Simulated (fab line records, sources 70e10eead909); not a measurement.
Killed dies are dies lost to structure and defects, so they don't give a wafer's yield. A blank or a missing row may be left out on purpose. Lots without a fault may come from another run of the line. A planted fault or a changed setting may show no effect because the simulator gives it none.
Chamber matching | flow nand_harc | NHARC_A_STAIRCASE_DESCUM_252 on rie_diel-13: 4 sister chambers
The step chemistry O2, time 3 s. 4 wafers are shown with their chamber, then 7 later ones without.

WAFERS WITH THEIR CHAMBER
wafer  | chamber | showerhead_plenum_p_Torr (Torr)
L075.5 | 0       | 1.90
L082.2 | 3       | 1.82
L089.1 | 2       | 2.02
L089.2 | 1       | 1.96

WAFERS WITHOUT THEIR CHAMBER
wafer  | showerhead_plenum_p_Torr (Torr)
L089.5 | 2.02
L091.1 | 1.81
L091.3 | 1.88
L091.6 | 2.02
L095.2 | 2.01
L095.4 | 1.81
L095.5 | 1.81

WHICH CHAMBER EACH WENT THROUGH
wafer  | from the rows above | in truth
L089.5 | 2                   | 2
L091.1 | 3                   | 3
L091.3 | 0                   | 0
L091.6 | 2                   | 2
L095.2 | 2                   | 2
L095.4 | 3                   | 3
L095.5 | 3                   | 3
Placed correctly: 7 of 7. Can't be placed from these rows: 0. Placed wrongly: 0.
How it was worked out, from the rows above alone: a wafer's distance from a chamber is the root of the sum, over the readings, of the square of ((its reading less the chamber's mean) divided by the reading's scatter). The wafer belongs to the nearest chamber; if the next one is less than 2 further off, it can't be placed. A chamber's mean is the mean of its shown wafers. The scatter: with one shown wafer a chamber, the root of the mean of the squares of how far each hidden wafer lies from its nearest shown one.
